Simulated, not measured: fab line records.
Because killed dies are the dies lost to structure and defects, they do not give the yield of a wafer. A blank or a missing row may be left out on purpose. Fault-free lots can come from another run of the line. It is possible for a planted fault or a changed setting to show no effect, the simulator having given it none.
Matching of chambers + flow nand_harc + 4 sister chambers for NHARC_A_CHANNEL_FILL_D1_CMP_10 on cmp-01
The step polishes, target thk 150 nm. 4 wafers are shown with their chamber, then 9 later ones without.

## WAFERS, EACH WITH ITS CHAMBER
| wafer  | chamber | motor_current_A (A) |
|--------|---------|---------------------|
| L078.6 | 2       | 12.8                |
| L088.1 | 0       | 12.4                |
| L088.2 | 1       | 13.7                |
| L088.4 | 3       | 12.0                |

## WAFERS WHOSE CHAMBER IS MISSING
| wafer  | motor_current_A (A) |
|--------|---------------------|
| L087.1 | 11.4                |
| L087.2 | 13.6                |
| L087.3 | 11.2                |
| L094.1 | 13.5                |
| L094.3 | 11.7                |
| L094.6 | 12.1                |
| L095.3 | 11.7                |
| L095.5 | 13.0                |
| L095.6 | 13.1                |

## WHICH CHAMBER EACH ONE RAN IN
| wafer  | from the rows above          | in truth |
|--------|------------------------------|----------|
| L087.1 | can't be placed: 3 or 0      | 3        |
| L087.2 | can't be placed: 1 or 2      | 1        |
| L087.3 | can't be placed: 3 or 0      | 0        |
| L094.1 | can't be placed: 1 or 2      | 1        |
| L094.3 | can't be placed: 3 or 0      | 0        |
| L094.6 | can't be placed: 3 or 0 or 2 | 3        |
| L095.3 | can't be placed: 3 or 0      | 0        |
| L095.5 | can't be placed: 2 or 0 or 1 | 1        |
| L095.6 | can't be placed: 2 or 1 or 0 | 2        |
Correct placement for 0 of the 9. Cannot be placed on the basis of these rows: 9; the candidates contain the true chamber in 9. Number placed wrongly: 0.
How it was worked out, from the rows above alone: a wafer's distance from a chamber is the root of the sum, over the readings, of the square of ((its reading less the chamber's mean) divided by the reading's scatter). The wafer belongs to the nearest chamber; if the next one is less than 2 further off, it can't be placed. A chamber's mean is the mean of its shown wafers. The scatter: root of mean squared gap, hidden wafer to nearest shown wafer, with one shown wafer a chamber.
